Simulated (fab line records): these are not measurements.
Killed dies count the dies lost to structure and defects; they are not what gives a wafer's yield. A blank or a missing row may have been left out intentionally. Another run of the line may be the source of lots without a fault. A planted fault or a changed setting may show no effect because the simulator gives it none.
A struck lot beside a sound one    flow nand_harc    14 out of 1159 route steps
Sound: wafers L972.1, L972.3, L972.6. Wafers struck: L963.2, L963.3, L963.6. The cause is given at the end.
Per side, at each step with rows, come the tool, then ch with its chambers, and then its first start. Under that, the readings that differ: sound wafers    struck wafers    difference of the means    sigmas: that difference in standard deviations of wafers without a fault.
alike: readings with means less than 2 such deviations apart, plus words and numbers identical on both sides. not compared: withheld readings, readings lacking a value on some wafer, bounds such as >300 that could conceal the same value, and numbers that have no deviation in the record and whose values overlap.
The two part at a step that has a row with sigmas, a row that says differs or no value, or rows on one side only. Numbers that have no deviation but don't overlap get no sigmas and don't part them. Lack of a reading on every wafer of one side parts them only where that side has two or more wafers.

first, 4 steps without rows for these wafers: NHARC_A_M1_EBR_05; NHARC_A_M1_EXPOSE_06 (exposes mask A M1, target cd 120 nm); NHARC_A_M1_PEB_07 (peb time 65 s); NHARC_A_M1_DEVELOP_08 (develop time 35 s).
NHARC_A_M1_CD_MEAS_09: target cd 120 nm.
  sound on cd_sem-03 ch 0, day 22 06:39; struck on cd_sem-01 ch 0, day 19 21:16
  alike: cd_nm
NHARC_A_M1_OVL_MEAS_10: pitch 240 nm.
  sound on overlay-01 at day 22 06:44; struck on overlay-01 at day 19 21:22
  alike: overlay_x_nm, overlay_y_nm
NHARC_A_M1_INSPECT_11:
  sound on defect_inspect-01 at day 22 06:47; struck on defect_inspect-02 at day 19 21:24
  alike: raw_defect_count
NHARC_A_M1_DESCUM_14: chemistry O2, time 3 s.
  sound on rie_diel-03 ch 2,3, day 22 06:50; struck on rie_diel-03 ch 0,1,2, day 19 21:28
  alike: drypump_motor_current_A, oes_product_au, rf_vpp_V, showerhead_plenum_p_Torr, throttle_valve_pct
  not compared: rf_hours_counter_h
NHARC_A_M1_ETCH_35: etches the open film in N2/H2, target depth 40 nm, overetch 12 nm, time 43.94 s.
  sound on rie_diel-03 ch 0,1,2, day 22 06:56; struck on rie_diel-03 ch 1,2,3, day 19 21:33
  alike: bias_w, chamber_pressure_mTorr, drypump_motor_current_A, h2_flow_sccm, oes_product_au, rf_vpp_V, showerhead_plenum_p_Torr, throttle_valve_pct
  not compared: rf_hours_counter_h
NHARC_A_M1_ETCH_15: etches the open film in C4F8/Ar, target depth 182.5 nm, time 91.2 s.
  sound: rie_diel-03 ch 0,1; struck: rie_diel-03 ch 0,3
  alike: bias_w, chamber_pressure_mTorr, oes_product_au, rf_vpp_V
  not compared: rf_hours_counter_h
NHARC_A_M1_CD_MEAS_16:
  sound on cd_sem-03 at day 22 07:08; struck on cd_sem-01 at day 19 21:46
  alike: cd_nm
NHARC_A_M1_STRIP_18: strips in N2/H2.
  sound on rie_diel-13 ch 0,1,2, day 22 07:13; struck on rie_diel-03 ch 0,2, day 19 21:52
  alike: drypump_motor_current_A, h2_flow_sccm, oes_product_au, rf_vpp_V, showerhead_plenum_p_Torr, throttle_valve_pct
  not compared: rf_hours_counter_h
NHARC_A_M1_ETCH_28: etches the open film in CF4/N2, target depth 30 nm, time 72.99 s.
  sound on rie_diel-13 ch 0,1,2, day 22 07:31; struck on rie_diel-03 ch 0,1, day 19 22:04
  no value came back on the struck wafers for any of 7 readings (bias_w (W), cf4_flow_sccm (sccm) and others); on the sound wafers bias_w (W) reads 100.1 100.0 100.5
  not compared: rf_hours_counter_h
then, 1 step without rows for these wafers: NHARC_A_M1_STRIP_19 (strips in post etch residue remover, time 600 s).

WHERE THEY PART
NHARC_A_M1_ETCH_28 only, going by this record.

WHY: what the simulator had put in
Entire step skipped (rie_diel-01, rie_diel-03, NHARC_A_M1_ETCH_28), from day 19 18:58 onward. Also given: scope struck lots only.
